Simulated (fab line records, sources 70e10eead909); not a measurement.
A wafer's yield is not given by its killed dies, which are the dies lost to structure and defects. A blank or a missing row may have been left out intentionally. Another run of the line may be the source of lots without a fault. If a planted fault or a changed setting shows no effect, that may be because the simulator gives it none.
Chamber matching + flow nand-harc + NHARC_A_STAIRCASE_DESCUM_291 on rie-diel-10 has 4 sister chambers
The step chemistry O2, time 3 s. 4 wafers are shown with their chamber, then 8 later ones without.

## EACH WAFER AND ITS CHAMBER
| wafer  | chamber | drypump-motor-current-A (A) |
|--------|---------|-----------------------------|
| L086.3 | 2       | 5.7                         |
| L088.3 | 3       | 6.2                         |
| L088.6 | 0       | 5.7                         |
| L089.2 | 1       | 5.0                         |

## WAFERS WHOSE CHAMBER IS MISSING
| wafer  | drypump-motor-current-A (A) |
|--------|-----------------------------|
| L089.5 | 5.8                         |
| L089.6 | 6.2                         |
| L095.1 | 5.0                         |
| L095.2 | 6.2                         |
| L095.4 | 5.8                         |
| L096.2 | 5.8                         |
| L096.3 | 5.0                         |
| L096.6 | 5.7                         |

## EACH ONE'S CHAMBER
| wafer  | from the rows above     | in truth |
|--------|-------------------------|----------|
| L089.5 | can't be placed: 0 or 2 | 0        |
| L089.6 | 3                       | 3        |
| L095.1 | 1                       | 1        |
| L095.2 | 3                       | 3        |
| L095.4 | can't be placed: 0 or 2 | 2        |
| L096.2 | can't be placed: 0 or 2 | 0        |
| L096.3 | 1                       | 1        |
| L096.6 | can't be placed: 0 or 2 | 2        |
4 of 8 placed correctly. Unplaceable from these rows: 4, with the true chamber sitting among the candidates in 4. Wrongly placed: 0.
How it was worked out, from the rows above alone: a wafer's distance from a chamber is the root of the sum, over the readings, of the square of ((its reading less the chamber's mean) divided by the reading's scatter). If the next closest chamber is less than 2 further off than the closest, the wafer can't be placed; otherwise it belongs to the closest. Each chamber's mean is taken over the wafers shown for it. The scatter (one wafer shown for each chamber): square how far every hidden wafer sits from the nearest shown wafer, average those squares and take the square root.
